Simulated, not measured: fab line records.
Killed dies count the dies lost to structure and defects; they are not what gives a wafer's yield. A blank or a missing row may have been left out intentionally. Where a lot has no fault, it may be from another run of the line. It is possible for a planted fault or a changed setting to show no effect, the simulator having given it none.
fab line records	flow n5_finfet
record: lots: 10	wafers: 30	last_day: 17
route steps=1938 shown BEOL_M8@1347 PASSIVATION@1936
lots with no fault: from the same line, run without faults
start_h: the number of hours between the record's first day and the start of the first shown wafer of the lot	wait_h: hours from the lot's prior step to this one	" as in the row above	L1.1+2: several wafers, shown together as one row	- value missing, or start not given	* or withheld: withheld	< > ~ a bound
route shown NAME@n: names a module that has steps shown in the file, with the first one's number in the route	usual: mean/standard deviation taken from wafers without a fault	same: alike in all rows	chamber/n: place in a boat	sites: readings site by site	_std_site: standard deviation across them	_edge_site: outer sites' mean less inner sites'	radius_mm: how far each site lies from the wafer's centre	mask NAME#n: copy n	behind: the tool/chamber that last shaped the wafer	hold: reason for holding the lot/hours on hold/outcome of the hold	device: the transistor (n, p or np) that didn't switch	end of line: tests of these same wafers at the route's end	a step with no rows: only its recipe	killed: the dies lost at the first sort to structure and to defects; this is not the yield of the wafer	map: a wafer's dies, marking killed ones x, the rest . and places with no die _
set.NAME: the setting that was run; set.NAME@STEP: the one run at that earlier step	model.NAME: the simulator's own value behind a step, which no gauge read
the route's steps for a sample of lots (tables are steps, rows are wafers)
services: a tool's chamber out of use, with start hour (start_h, from the record's first day; less than 0 if before it), hours out, and reason
== steps ==
step: N5_BEOL_M8_INSPECT_13
recipe: mode: adi	inspect_instrument: brightfield
usual: raw_defect_count: 392/100
lot.wafer	tool	chamber	start_h	wait_h	raw_defect_count
L638.1	defect_inspect-01	-	203.98	0.0	275
L638.2	"	-	"	"	221
L638.4	"	-	"	"	265
L637.3	defect_inspect-02	-	208.17	0.0	445
L637.4	"	-	"	"	457
L637.6	"	-	"	"	422
L640.2	defect_inspect-01	-	220.93	0.0	551
L640.3	"	-	"	"	477
L640.5	"	-	"	"	470
L644.1	defect_inspect-01	-	238.73	0.0	342
L644.2	"	-	"	"	346
L644.6	"	-	"	"	233
L645.1	defect_inspect-01	-	245.10	0.0	713
L645.2	"	-	"	"	544
L645.5	"	-	"	"	521
L653.2	defect_inspect-02	-	292.32	0.0	256
L653.3	"	-	"	"	423
L653.5	"	-	"	"	405
L652.4	defect_inspect-01	-	292.57	0.0	271
L652.5	"	-	"	"	382
L652.6	"	-	"	"	463
L654.2	defect_inspect-01	-	300.59	0.0	399
L654.4	"	-	"	"	309
L654.5	"	-	"	"	387
L658.2	defect_inspect-02	-	333.44	0.0	556
L658.4	"	-	"	"	648
L658.6	"	-	"	"	590
L659.2	defect_inspect-02	-	333.61	0.0	433
L659.3	"	-	"	"	319
L659.4	"	-	"	"	353
step: N5_BEOL_M8_ETCH_61
recipe: chemistry: CF4	target: SiARC	target_depth_a: 455	mask_material: CAR-ArF	time_s: 75.8	ion_energy_ev: 80	pressure_mtorr: 40	source_w: 545	bias_w: 36	Ar_flow_sccm: 100	cf4_flow_sccm: 100	ends: cleared
usual: drypump_motor_current_A: 5.7/0.46	etch_rf_on_time_s: 74.9/2.8	oes_product_au: 0.66/0.071	rf_vpp_V: 184.3/1.3	showerhead_plenum_p_Torr: 2.18/0.092	throttle_valve_pct: 15.72/0.25
lot.wafer	tool	chamber	start_h	wait_h	drypump_motor_current_A	etch_rf_on_time_s	oes_product_au	rf_hours_counter_h	rf_vpp_V	showerhead_plenum_p_Torr	throttle_valve_pct
L638.1	rie_diel-03	2	204.45	0.0	6.0	73.2	0.66	162	182.2	2.05	15.61
L638.2	"	3	"	"	5.6	78.1	0.58	214	184.7	2.22	16.20
L638.4	"	1	"	"	5.2	71.8	0.75	63	185.7	2.28	15.46
L637.3	rie_diel-03	0	208.29	0.0	6.3	79.2	0.59	197	185.2	2.21	15.93
L637.4	"	3	"	"	5.6	77.1	0.57	216	185.2	2.22	16.21
L637.6	"	0	"	"	6.3	78.7	0.60	-	184.5	2.21	15.93
L640.2	rie_diel-01	0	221.82	0.0	6.5	75.0	0.69	90	184.0	2.18	15.44
L640.3	"	2	"	"	5.1	75.7	0.78	31	185.6	2.28	15.67
L640.5	"	3	"	"	5.7	76.3	0.62	-	183.6	2.20	15.70
L644.1	rie_diel-03	3	239.41	0.0	5.6	78.6	0.56	233	184.8	2.22	16.24
L644.2	"	1	"	"	5.2	71.7	0.74	80	187.5	2.27	15.49
L644.6	"	3	"	"	5.6	77.8	0.56	-	184.4	2.22	16.23
L645.1	rie_diel-03	2	245.38	0.0	6.0	72.7	0.65	184	180.4	2.04	15.65
L645.2	"	3	"	"	5.6	78.0	0.56	236	183.7	2.22	16.24
L645.5	"	2	"	"	6.0	71.6	0.66	-	181.5	2.04	15.67
L653.2	rie_diel-03	2	292.39	0.0	6.0	73.0	0.64	202	183.1	2.04	15.69
L653.3	"	1	"	"	5.2	72.0	0.71	102	185.9	2.27	15.54
L653.5	"	0	"	"	6.3	78.8	0.57	-	185.1	2.20	16.01
L652.4	rie_diel-01	0	292.65	0.0	6.5	74.3	0.66	119	184.1	2.17	15.49
L652.5	"	2	"	"	5.0	75.0	0.75	-	185.6	2.27	15.74
L652.6	"	1	"	"	5.8	76.5	0.58	-	184.0	2.03	15.70
L654.2	rie_diel-04	1	300.82	0.0	5.9	74.5	0.75	53	183.3	2.07	15.42
L654.4	"	3	"	"	5.0	72.0	0.60	222	182.6	2.04	15.81
L654.5	"	2	"	"	5.1	70.1	0.71	-	186.1	2.26	15.43
L658.2	rie_diel-04	0	333.51	0.0	5.6	76.1	0.70	71	184.8	2.27	15.72
L658.4	"	2	"	"	5.1	70.0	0.70	93	184.7	2.26	15.46
L658.6	"	2	"	"	5.1	69.6	0.71	-	186.2	2.26	15.48
L659.2	rie_diel-01	2	333.78	0.0	5.1	77.2	0.72	74	185.4	2.27	15.75
L659.3	"	1	"	"	5.7	74.9	0.81	5	186.4	2.28	15.19
L659.4	"	1	"	"	5.8	74.5	0.82	-	185.4	2.28	15.20
step: N5_BEOL_M8_HM_OPEN_17
recipe: chemistry: Cl2/BCl3	target_depth_a: 200	overetch_a: 60	target: TiN	mask_material: SOC	ion_energy_ev: 150	pressure_mtorr: 10	icp_w: 1000	bias_w: 126	Cl2_flow_sccm: 53.25	bcl3_flow_sccm: 21.75	Ar_flow_sccm: 25
usual: drypump_motor_current_A: 5.8/0.55	oes_product_au: 0.65/0.084	throttle_valve_pct: 22.32/0.1
lot.wafer	tool	chamber	start_h	wait_h	drypump_motor_current_A	oes_product_au	rf_hours_counter_h	throttle_valve_pct
L638.1	rie_metal-01	0	204.69	0.0	5.4	0.70	34	22.29
L638.2	"	1	"	"	5.5	0.56	96	22.25
L638.4	"	0	"	"	5.4	0.70	-	22.30
L637.3	rie_metal-02	1	208.56	0.1	6.4	0.80	-	22.47
L637.4	"	0	"	"	5.5	0.53	-	22.29
L637.6	"	1	"	"	6.4	0.80	-	22.47
L640.2	rie_metal-01	1	222.06	0.0	5.5	0.55	99	22.29
L640.3	"	1	"	"	5.5	0.56	-	22.26
L640.5	"	1	"	"	5.5	0.56	-	22.26
L644.1	rie_metal-03	0	239.65	0.0	5.2	0.69	34	22.15
L644.2	"	1	"	"	6.6	0.66	45	22.35
L644.6	"	0	"	"	5.2	0.69	-	22.14
L645.1	rie_metal-02	1	245.62	0.0	6.5	0.76	5	22.51
L645.2	"	0	"	"	5.5	0.52	115	22.30
L645.5	"	1	"	"	6.4	0.77	-	22.47
L653.2	rie_metal-02	0	292.63	0.0	5.5	0.50	120	22.32
L653.3	"	0	"	"	5.5	0.51	-	22.30
L653.5	"	1	"	"	6.4	0.73	-	22.51
L652.4	rie_metal-01	0	292.92	0.1	5.4	0.66	-	22.33
L652.5	"	1	"	"	5.5	0.55	-	22.29
L652.6	"	0	"	"	5.4	0.67	-	22.33
L654.2	rie_metal-02	1	301.10	0.1	6.4	0.73	-	22.49
L654.4	"	1	"	"	6.4	0.74	-	22.48
L654.5	"	1	"	"	6.4	0.72	-	22.49
L658.2	rie_metal-03	1	333.76	0.0	6.6	0.64	53	22.37
L658.4	"	1	"	"	6.6	0.64	-	22.39
L658.6	"	1	"	"	6.6	0.64	-	22.38
L659.2	rie_metal-02	1	334.02	0.0	6.4	0.71	16	22.51
L659.3	"	1	"	"	6.4	0.72	-	22.49
L659.4	"	0	"	"	5.5	0.83	-	22.28
step: N5_BEOL_M8_EXPOSE_25
recipe: mask_id: V7	na: 0.33	source_shape: annular	sigma_inner: 0.4	sigma_outer: 0.8	polarization: unpolarized	target_cd_nm: 40	dose_mj: 42.5
lot.wafer	tool	chamber	start_h	wait_h	mask
L638.1+2+4	euv_scanner-02	0	205.82	-	V7#0
L637.3+4+6	euv_scanner-01	0	209.94	-	V7#0
L640.2+3+5	euv_scanner-01	0	222.71	-	V7#0
L644.1+2+6	euv_scanner-02	0	240.20	-	V7#0
L645.1+2+5	euv_scanner-01	0	246.20	-	V7#0
L653.2+3+5	euv_scanner-02	0	295.71	-	V7#0
L652.4+5+6	euv_scanner-02	0	295.77	-	V7#0
L654.2+4+5	euv_scanner-02	0	302.99	-	V7#0
L659.2+3+4	euv_scanner-01	0	335.83	-	V7#0
L658.2+4+6	euv_scanner-01	0	335.88	-	V7#0
step: N5_BEOL_M8_CD_MEAS_28
recipe: target_cd_nm: 40	landing_energy_ev: 500	detector: se_inlens
usual: cd_nm: 40.06/0.24
lot.wafer	tool	chamber	start_h	wait_h	cd_nm
L638.1	cd_sem-01	0	205.96	-	39.91
L638.2	"	0	"	"	40.17
L638.4	"	0	"	"	40.05
L637.3	cd_sem-02	0	210.06	-	39.66
L637.4	"	0	"	"	39.86
L637.6	"	0	"	"	40.37
L640.2	cd_sem-01	0	222.84	-	40.40
L640.3	"	0	"	"	39.88
L640.5	"	0	"	"	40.06
L644.1	cd_sem-01	0	240.33	-	40.13
L644.2	"	0	"	"	40.72
L644.6	"	0	"	"	39.95
L645.1	cd_sem-01	0	246.34	-	37.73
L645.2	"	0	"	"	38.41
L645.5	"	0	"	"	38.30
L653.2	cd_sem-02	0	295.84	-	40.15
L653.3	"	0	"	"	40.00
L653.5	"	0	"	"	40.30
L652.4	cd_sem-01	0	295.88	-	40.41
L652.5	"	0	"	"	39.54
L652.6	"	0	"	"	40.00
L654.2	cd_sem-01	0	303.12	-	40.34
L654.4	"	0	"	"	39.69
L654.5	"	0	"	"	39.88
L659.2	cd_sem-02	0	335.96	-	40.17
L659.3	"	0	"	"	40.27
L659.4	"	0	"	"	40.36
L658.2	cd_sem-01	0	336.00	-	39.82
L658.4	"	0	"	"	40.29
L658.6	"	0	"	"	40.23
step: N5_PASSIVATION_PROBE_49
usual: defect_limited_yield: 91.4/1.6	killed_at_M0_to_M3: 31/11	killed_at_M4_up: 14/5.7	killed_at_contacts: 12/6	killed_at_front_end: 41/13	killed_at_other: 3.3/2.8	killed_dies: 101/19	killed_open: 67/14	killed_short: 33/8.2	sort_bin_5_function: 5.0/1.1	sort_bin_6_memory: 3.3/0.74	sort_n_pass: 1078/20	sort_yield_pct: 91.3/1.7
same: gross_dies: 1180	killed_at_back_side: 0	sort_bin_4_leakage[%]: 0	sort_bin_8_speed[%]: 0
lot.wafer	tool	chamber	start_h	wait_h	defect_limited_yield[%]	killed_at_M0_to_M3	killed_at_M4_up	killed_at_contacts	killed_at_front_end	killed_at_other	killed_dies	killed_open	killed_short	sort_bin_5_function[%]	sort_bin_6_memory[%]	sort_n_pass	sort_yield_pct[%]
L638.1	prober-02	-	272.04	0.0	91.8	30	5	9	49	4	97	60	36	4.5	3.4	1083	91.8
L638.2	prober-02	-	272.09	0.1	90.7	23	6	10	64	7	110	56	46	5.6	3.5	1070	90.7
L638.4	prober-02	-	272.19	0.2	93.7	12	4	10	46	2	74	45	28	2.7	3.3	1106	93.7
L637.3	prober-02	-	278.29	0.1	91.9	31	13	17	29	6	96	62	34	4.7	3.2	1084	91.9
L637.4	prober-02	-	278.34	0.2	90.9	33	17	12	40	5	107	75	31	5.3	3.4	1073	90.9
L637.6	prober-02	-	278.44	0.3	89.4	36	21	11	52	5	125	77	46	6.1	4.2	1055	89.4
L640.2	prober-02	-	295.74	0.1	91.4	29	12	7	37	16	101	61	40	5.0	3.1	1079	91.4
L640.3	prober-02	-	295.79	0.1	93.9	16	11	13	29	3	72	53	15	3.4	2.2	1108	93.9
L640.5	prober-02	-	295.89	0.2	92.0	28	23	14	26	3	94	66	28	4.2	3.4	1086	92.0
L644.1	prober-01	-	307.68	0.0	90.5	50	13	23	26	0	112	80	32	5.3	4.2	1068	90.5
L644.2	prober-01	-	307.73	0.1	86.9	59	17	25	46	7	154	104	43	9.2	3.5	1026	86.9
L644.6	prober-01	-	307.93	0.3	91.1	36	4	23	40	2	105	65	37	6.0	2.6	1075	91.1
L645.1	prober-01	-	311.04	0.0	93.3	18	12	6	38	5	79	49	23	4.1	2.5	1101	93.3
L645.2	prober-01	-	311.09	0.1	93.7	17	15	15	25	2	74	53	21	4.2	2.1	1106	93.7
L645.5	prober-01	-	311.24	0.2	93.2	23	16	9	28	4	80	46	28	4.0	2.6	1100	93.2
L652.4	prober-02	-	368.53	0.2	94.7	20	5	9	27	2	63	39	22	3.1	1.9	1117	94.7
L652.5	prober-02	-	368.58	0.2	90.8	35	19	31	23	1	109	71	36	5.6	3.4	1071	90.8
L652.6	prober-02	-	368.63	0.3	89.2	48	35	15	29	0	127	89	38	7.0	3.5	1053	89.2
L654.2	prober-02	-	371.72	0.1	91.8	37	14	14	31	1	97	69	26	5.3	2.5	1083	91.8
L654.4	prober-02	-	371.82	0.2	92.2	37	8	13	32	2	92	58	32	3.8	3.4	1088	92.2
L654.5	prober-02	-	371.87	0.2	91.2	37	14	15	37	1	104	80	23	4.2	4.2	1076	91.2
L653.2	prober-01	-	371.98	0.1	89.7	42	13	6	57	3	121	76	44	6.2	3.7	1059	89.7
L653.3	prober-01	-	372.03	0.1	90.3	56	14	8	37	0	115	88	25	5.1	4.4	1065	90.3
L653.5	prober-01	-	372.13	0.2	91.1	29	9	9	56	2	105	79	25	5.2	3.4	1075	91.1
L658.2	prober-02	-	405.22	0.1	92.5	26	7	20	33	2	88	53	30	4.1	3.1	1092	92.5
L658.4	prober-02	-	405.32	0.2	89.8	28	10	30	50	2	120	93	25	6.3	3.6	1060	89.8
L658.6	prober-02	-	405.42	0.3	91.9	31	11	18	35	0	95	64	29	4.5	3.3	1085	91.9
L659.2	prober-01	-	417.17	0.1	89.8	48	12	11	42	7	120	74	43	6.2	3.4	1060	89.8
L659.3	prober-01	-	417.22	0.1	91.7	34	16	10	35	3	98	64	31	4.5	3.4	1082	91.7
L659.4	prober-01	-	417.27	0.2	90.4	22	24	14	48	5	113	69	43	5.3	4.2	1067	90.4
killed by level:class
L638.1 FIN_SAQP:geometric_particle:short=13 FIN_SAQP:geometric_particle:open=11 BEOL_M3:geometric_particle:open=8 MOL_CONTACT_COAG:geometric_particle:open=8 DUMMY_GATE:geometric_particle:open=6 BEOL_M0_SAQP:geometric_particle:open=5 BEOL_M2:geometric_particle:open=5 ILD0:geometric_particle:short=4
L638.2 FIN_SAQP:geometric_particle:short=13 GATE_CUT:geometric_particle:short=12 FIN_SAQP:geometric_particle:open=11 GATE_CUT:geometric_particle:open=9 DUMMY_GATE:geometric_particle:open=7 MOL_CONTACT_COAG:geometric_particle:open=6 BEOL_M0_SAQP:geometric_particle:short=6 PASSIVATION:area_etch=5
L638.4 FIN_SAQP:geometric_particle:short=16 MOL_CONTACT_COAG:geometric_particle:open=10 FIN_SAQP:geometric_particle:open=8 STI_FIN_REVEAL:geometric_particle:open=4 DUMMY_GATE:geometric_particle:open=4 BEOL_M3:geometric_particle:open=4 DUMMY_GATE:geometric_particle:short=3 GATE_CUT:geometric_particle:short=3
L637.3 MOL_CONTACT_COAG:geometric_particle:open=14 BEOL_M0_SAQP:geometric_particle:short=8 STI_FIN_REVEAL:geometric_particle:open=7 BEOL_M0_SAQP:geometric_particle:open=7 BEOL_M4:geometric_particle:open=7 GATE_CUT:geometric_particle:open=5 FIN_SAQP:geometric_particle:open=4 BEOL_M0:geometric_particle:short=4
L637.4 BEOL_M3:geometric_particle:open=12 MOL_CONTACT_COAG:geometric_particle:open=11 FIN_SAQP:geometric_particle:open=7 GATE_CUT:geometric_particle:short=7 BEOL_M4:geometric_particle:open=7 DUMMY_GATE:geometric_particle:open=6 GATE_CUT:geometric_particle:open=6 BEOL_M2:geometric_particle:open=6
L637.6 BEOL_M0_SAQP:geometric_particle:short=13 BEOL_M0_SAQP:geometric_particle:open=13 STI_FIN_REVEAL:geometric_particle:open=11 BEOL_M4:geometric_particle:open=11 MOL_CONTACT_COAG:geometric_particle:open=8 FIN_SAQP:geometric_particle:open=6 GATE_CUT:geometric_particle:open=6 STARTING-WAFER:geometric_particle:short=6
L640.2 BEOL_M0_SAQP:geometric_particle:open=13 BEOL_M0_SAQP:geometric_particle:short=9 GATE_CUT:geometric_particle:short=8 MOL_CONTACT_COAG:geometric_particle:open=7 FIN_SAQP:geometric_particle:open=5 STI_FIN_REVEAL:geometric_particle:open=5 PAD_METAL:geometric_particle:open=5 BEOL_M4:geometric_particle:open=4
L640.3 MOL_CONTACT_COAG:geometric_particle:open=12 STI_FIN_REVEAL:geometric_particle:open=7 BEOL_M4:geometric_particle:open=6 BEOL_M2:geometric_particle:open=5 HKMG_FIN:area_etch=4 GATE_CUT:geometric_particle:short=3 BEOL_M0_SAQP:geometric_particle:open=3 BEOL_M0_SAQP:geometric_particle:short=3
L640.5 MOL_CONTACT_COAG:geometric_particle:open=11 BEOL_M0_SAQP:geometric_particle:short=9 BEOL_M0_SAQP:geometric_particle:open=8 BEOL_M4:geometric_particle:open=8 FIN_SAQP:geometric_particle:open=6 STI_FIN_REVEAL:geometric_particle:open=6 BEOL_M4:geometric_particle:short=6 BEOL_M2:geometric_particle:open=5
L644.1 MOL_CONTACT_COAG:geometric_particle:open=20 BEOL_M0_SAQP:geometric_particle:open=14 BEOL_M0_SAQP:geometric_particle:short=10 FIN_SAQP:geometric_particle:open=5 STI_FIN_REVEAL:geometric_particle:open=5 BEOL_M0:geometric_particle:open=5 BEOL_M2:geometric_particle:short=5 BEOL_M2:geometric_particle:open=5
L644.2 MOL_CONTACT_COAG:geometric_particle:open=21 BEOL_M2:geometric_particle:open=16 STI_FIN_REVEAL:geometric_particle:open=12 BEOL_M0:geometric_particle:open=9 BEOL_M0_SAQP:geometric_particle:open=8 BEOL_M1:geometric_particle:open=7 FIN_SAQP:geometric_particle:short=6 BEOL_M0_SAQP:geometric_particle:short=6
L644.6 MOL_CONTACT_COAG:geometric_particle:open=19 FIN_SAQP:geometric_particle:short=8 BEOL_M2:geometric_particle:open=8 STI_FIN_REVEAL:geometric_particle:open=7 BEOL_M0_SAQP:geometric_particle:short=7 DUMMY_GATE:geometric_particle:open=6 ILD0:geometric_particle:short=5 FIN_SAQP:geometric_particle:open=4
L645.1 FIN_SAQP:geometric_particle:short=8 FIN_SAQP:geometric_particle:open=6 STI_FIN_REVEAL:geometric_particle:open=6 MOL_CONTACT_COAG:geometric_particle:open=6 BEOL_M4:geometric_particle:open=5 BEOL_M0:geometric_particle:open=4 BEOL_M2:geometric_particle:open=4 GATE_CUT:geometric_particle:open=3
L645.2 MOL_CONTACT_COAG:geometric_particle:open=11 FIN_SAQP:geometric_particle:open=8 STI_FIN_REVEAL:geometric_particle:open=7 BEOL_M4:geometric_particle:open=7 BEOL_M0_SAQP:geometric_particle:short=5 BEOL_M0_SAQP:geometric_particle:open=5 MOL_CONTACT_COAG:geometric_particle:short=4 BEOL_M0:geometric_particle:open=3
L645.5 BEOL_M3:geometric_particle:open=7 MOL_CONTACT_COAG:geometric_particle:open=6 BEOL_M1:geometric_particle:open=6 FIN_SAQP:geometric_particle:open=4 STI_FIN_REVEAL:geometric_particle:open=4 DUMMY_GATE:geometric_particle:open=4 BEOL_M4:geometric_particle:short=4 FIN_SAQP:geometric_particle:short=3
L652.4 MOL_CONTACT_COAG:geometric_particle:open=7 FIN_SAQP:geometric_particle:short=5 BEOL_M0_SAQP:geometric_particle:open=5 BEOL_M3:geometric_particle:open=5 STI_FIN_REVEAL:geometric_particle:open=4 STARTING-WAFER:geometric_particle:open=4 BEOL_M2:geometric_particle:open=3 STARTING-WAFER:geometric_particle:short=3
L652.5 MOL_CONTACT_COAG:geometric_particle:open=23 MOL_CONTACT_COAG:geometric_particle:short=8 BEOL_M0_SAQP:geometric_particle:open=8 BEOL_M4:geometric_particle:open=8 BEOL_M0_SAQP:geometric_particle:short=7 FIN_SAQP:geometric_particle:open=4 FIN_SAQP:geometric_particle:short=4 STI_FIN_REVEAL:geometric_particle:open=4
L652.6 BEOL_M4:geometric_particle:open=15 BEOL_M2:geometric_particle:open=13 MOL_CONTACT_COAG:geometric_particle:open=11 FIN_SAQP:geometric_particle:short=9 BEOL_M0_SAQP:geometric_particle:short=9 BEOL_M0_SAQP:geometric_particle:open=8 BEOL_M1:geometric_particle:open=7 BEOL_M5:geometric_particle:open=6
L654.2 MOL_CONTACT_COAG:geometric_particle:open=13 BEOL_M2:geometric_particle:open=10 STI_FIN_REVEAL:geometric_particle:open=9 BEOL_M0_SAQP:geometric_particle:open=6 BEOL_M4:geometric_particle:open=6 FIN_SAQP:geometric_particle:open=5 GATE_CUT:geometric_particle:short=4 BEOL_M0_SAQP:geometric_particle:short=4
L654.4 BEOL_M0_SAQP:geometric_particle:open=12 BEOL_M3:geometric_particle:open=10 MOL_CONTACT_COAG:geometric_particle:open=9 BEOL_M0_SAQP:geometric_particle:short=9 STI_FIN_REVEAL:geometric_particle:open=8 FIN_SAQP:geometric_particle:short=4 STI_FIN_REVEAL:geometric_particle:short=4 DUMMY_GATE:geometric_particle:open=4
L654.5 STI_FIN_REVEAL:geometric_particle:open=16 MOL_CONTACT_COAG:geometric_particle:open=14 BEOL_M2:geometric_particle:open=11 FIN_SAQP:geometric_particle:open=7 BEOL_M1:geometric_particle:open=7 BEOL_M0_SAQP:geometric_particle:open=4 BEOL_M2:geometric_particle:short=4 BEOL_M3:geometric_particle:short=4
L653.2 FIN_SAQP:geometric_particle:open=15 BEOL_M0_SAQP:geometric_particle:open=12 STI_FIN_REVEAL:geometric_particle:open=9 BEOL_M0_SAQP:geometric_particle:short=9 FIN_SAQP:geometric_particle:short=8 BEOL_M1:geometric_particle:open=8 BEOL_M4:geometric_particle:open=7 STI_FIN_REVEAL:geometric_particle:short=5
L653.3 BEOL_M3:geometric_particle:open=16 BEOL_M1:geometric_particle:open=14 STI_FIN_REVEAL:geometric_particle:open=12 FIN_SAQP:geometric_particle:open=8 BEOL_M0_SAQP:geometric_particle:open=8 BEOL_M4:geometric_particle:open=7 MOL_CONTACT_COAG:geometric_particle:open=6 BEOL_M0_SAQP:geometric_particle:short=6
L653.5 STI_FIN_REVEAL:geometric_particle:open=13 BEOL_M3:geometric_particle:open=11 FIN_SAQP:geometric_particle:open=10 FIN_SAQP:geometric_particle:short=9 BEOL_M2:geometric_particle:open=9 MOL_CONTACT_COAG:geometric_particle:open=7 DUMMY_GATE:geometric_particle:open=6 BEOL_M4:geometric_particle:open=6
L658.2 MOL_CONTACT_COAG:geometric_particle:open=14 FIN_SAQP:geometric_particle:open=11 BEOL_M3:geometric_particle:open=9 MOL_CONTACT_COAG:geometric_particle:short=6 GATE_CUT:geometric_particle:short=5 BEOL_M0_SAQP:geometric_particle:open=4 STI_FIN_REVEAL:geometric_particle:open=3 BEOL_M4:geometric_particle:open=3
L658.4 MOL_CONTACT_COAG:geometric_particle:open=26 STI_FIN_REVEAL:geometric_particle:open=19 BEOL_M0_SAQP:geometric_particle:open=9 FIN_SAQP:geometric_particle:open=8 BEOL_M3:geometric_particle:open=6 STARTING-WAFER:geometric_particle:open=5 MOL_CONTACT_COAG:geometric_particle:short=4 BEOL_M0_SAQP:geometric_particle:short=4
L658.6 MOL_CONTACT_COAG:geometric_particle:open=14 STI_FIN_REVEAL:geometric_particle:open=9 BEOL_M0_SAQP:geometric_particle:short=9 BEOL_M0_SAQP:geometric_particle:open=9 BEOL_M2:geometric_particle:open=6 STI_FIN_REVEAL:geometric_particle:short=5 DUMMY_GATE:geometric_particle:open=4 MOL_CONTACT_COAG:geometric_particle:short=4
L659.2 BEOL_M0_SAQP:geometric_particle:open=15 BEOL_M2:geometric_particle:open=14 FIN_SAQP:geometric_particle:open=8 DUMMY_GATE:geometric_particle:open=8 MOL_CONTACT_COAG:geometric_particle:open=8 FIN_SAQP:geometric_particle:short=6 BEOL_M0_SAQP:geometric_particle:short=6 STARTING-WAFER:geometric_particle:short=6
L659.3 BEOL_M0_SAQP:geometric_particle:short=12 BEOL_M1:geometric_particle:open=8 FIN_SAQP:geometric_particle:open=7 BEOL_M4:geometric_particle:open=7 MOL_CONTACT_COAG:geometric_particle:open=7 GATE_CUT:geometric_particle:open=5 BEOL_M0_SAQP:geometric_particle:open=5 STARTING-WAFER:geometric_particle:open=5
L659.4 FIN_SAQP:geometric_particle:short=15 MOL_CONTACT_COAG:geometric_particle:open=11 STI_FIN_REVEAL:geometric_particle:open=10 BEOL_M4:geometric_particle:open=10 BEOL_M2:geometric_particle:open=8 FIN_SAQP:geometric_particle:open=7 BEOL_M4:geometric_particle:short=6 DUMMY_GATE:geometric_particle:open=5
== services ==
tool	chamber	start_h	hours	kind
rie_diel-04	-	180.48	69.8	repair
euv_scanner-02	0	183.72	-	calibration
rie_diel-03	1	185.26	8.8	repair
rie_diel-03	3	194.43	6.1	repair
rie_metal-01	-	195.47	1.3	repair
euv_scanner-02	-	202.43	0.7	repair
euv_scanner-02	-	210.53	1.0	pm
euv_scanner-01	0	212.90	-	calibration
euv_scanner-01	-	217.40	0.2	repair
euv_scanner-01	-	229.29	1.0	pm
euv_scanner-01	-	236.73	4.6	pm
euv_scanner-02	-	266.68	1.0	pm
euv_scanner-02	-	268.73	4.6	pm
rie_diel-03	3	280.33	-	clean
rie_diel-03	3	280.33	-	consumable_replace:focus_ring
rie_diel-03	3	280.33	19.1	scheduled_down
rie_diel-03	3	280.33	19.1	vent_cycle
euv_scanner-01	-	285.44	1.0	pm
rie_metal-02	0	295.84	-	clean
rie_metal-02	0	295.84	17.3	scheduled_down
rie_diel-01	2	299.64	2.8	repair
rie_metal-02	-	318.75	1.4	pm
euv_scanner-02	-	321.44	0.2	repair
euv_scanner-02	-	322.83	1.0	pm
== key ==
first_sign: step: N5_BEOL_M8_CD_MEAS_28	reading: cd_nm	direction: down	sigmas: 7.8	usual: 40.06	struck: 38.15
effect none on later readings
met_at N5_BEOL_M8_EXPOSE_25
struck_lots L645
not_acting_at N5_BEOL_M8_INSPECT_13,N5_BEOL_M8_ETCH_61,N5_BEOL_M8_HM_OPEN_17
onset_between 222.71 246.20
fault: kind: process_parameter_drift	tool: euv_scanner-01	chamber: -	onset_h: 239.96	steps: N5_BEOL_M8_EXPOSE_25	channel: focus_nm	offset: 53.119	spread_by_wafer: 0.3	shape: step	end_h: 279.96
